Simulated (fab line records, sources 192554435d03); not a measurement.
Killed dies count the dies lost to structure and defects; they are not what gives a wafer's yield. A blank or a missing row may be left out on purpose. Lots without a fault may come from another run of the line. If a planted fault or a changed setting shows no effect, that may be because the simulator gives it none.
Problem report in the 8D (eight disciplines) form, filled by code ; flow n5 finfet ; the parts of the form that need people (team, actions taken, sign-off) are left out

## 1. PROBLEM STATEMENT
At N5_PMOS_HMC_CHANNEL_EPI_CD_MEAS_09, cd nm averages 227.0 nm over 6 wafers from 2 lots, while fault-free wafers read 237.6 nm, standard deviation 0.94. Measured from the usual mean, that is -11 standard deviations.
The step: target cd 237.4 nm.
The first sign was on wafer L753.1 at day 5 23:44, on cd sem-02. The record holds 27 wafers of 9 lots with a number at this step. By rule, "out" or "out of limits" means more than 4 standard deviations away from the usual mean. The rest of the wafers with a number are treated as sound.

## 2. WHAT IT IS AND WHAT IT IS NOT
question;is;is not
which readings at this step;cd nm;-
which lots;L753, L754;L738, L741, L743, L745, L747, L749, L758
which wafers of those lots;all that have a number;-
read on which gauges;cd sem-01, cd sem-02;cd sem-03
when;from day 5 23:44;"up to then (18 sound wafers); but 3 sound wafers of L758 came after"

## 3. SUSPECTS, AND WHAT RULES EACH OUT
Counting: a tool at any process step up to the reading remains a suspect when it ran all the lots that are out and ran no sound lot after the first of those.
- the gauge at N5_PMOS_HMC_CHANNEL_EPI_CD_MEAS_09: ruled out. The wafers that are out were read on 2 gauges (cd sem-01, cd sem-02).
- arfi scanner-02 at N5_PMOS_HMC_CHANNEL_EPI_EXPOSE_06 (exposes mask PMOS HMC BLK, target cd 240 nm): kept. Every lot that is out went through it, starting with L753 (day 5 23:36), and after that it ran no sound lot; the last sound lot it ran before then is L747 (day 4 12:17). Its own readings are out on those wafers: exposure dose mJ cm2.
Left after counting: arfi scanner-02 at N5_PMOS_HMC_CHANNEL_EPI_EXPOSE_06.

## 4. THE CAUSE (what the simulator had put in)
Drift in process parameters on arfi scanner-02 at N5_PMOS_HMC_CHANNEL_EPI_EXPOSE_06, starting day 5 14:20. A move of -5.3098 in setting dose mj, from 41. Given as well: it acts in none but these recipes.
Only this tool survived the counting.

## 5. THE EFFECT CHAIN, in route order
Each row: a reading whose mean over the struck wafers that have a number lies more than 3 standard deviations from the usual. Only readings for which the record gives a usual standard deviation are gone through. hours: the time from each lot's start at the first step in this table that gives one to its start at this step, as a median over the lots. sigmas: the change in usual standard deviations.
hours;step;reading;usual;on struck wafers;change;sigmas
0;N5_PMOS_HMC_CHANNEL_EPI_EXPOSE_06;exposure dose mJ cm2;40.97;36.18;-4.79;-99 or more
0;N5_PMOS_HMC_CHANNEL_EPI_CD_MEAS_09;cd nm;237.6 nm;227.0;-10.6;-11
The process steps in it:
- N5_PMOS_HMC_CHANNEL_EPI_EXPOSE_06: exposes mask PMOS HMC BLK, target cd 240 nm.
Later measuring or inspecting steps at which every struck wafer that the step has a row for has a number for every such reading, and none has moved that far: N5_BEOL_M4_RC_MEAS_101.

## 6. HOW IT WOULD HAVE BEEN CAUGHT EARLIER
The first out-of-limits reading at a measuring or inspecting step in this record came at day 5 23:44, 9 hours after the fault's start at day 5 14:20.
At N5_PMOS_HMC_CHANNEL_EPI_EXPOSE_06, the tool's own readings (exposure dose mJ cm2) were out on each struck wafer the step has a row for, so an alarm limit on them would have fired on the first such wafer.
Among the 2 lots that are out, L754 began N5_PMOS_HMC_CHANNEL_EPI_EXPOSE_06 on arfi scanner-02 after day 5 23:44. Holding the tool at that time would have saved it.
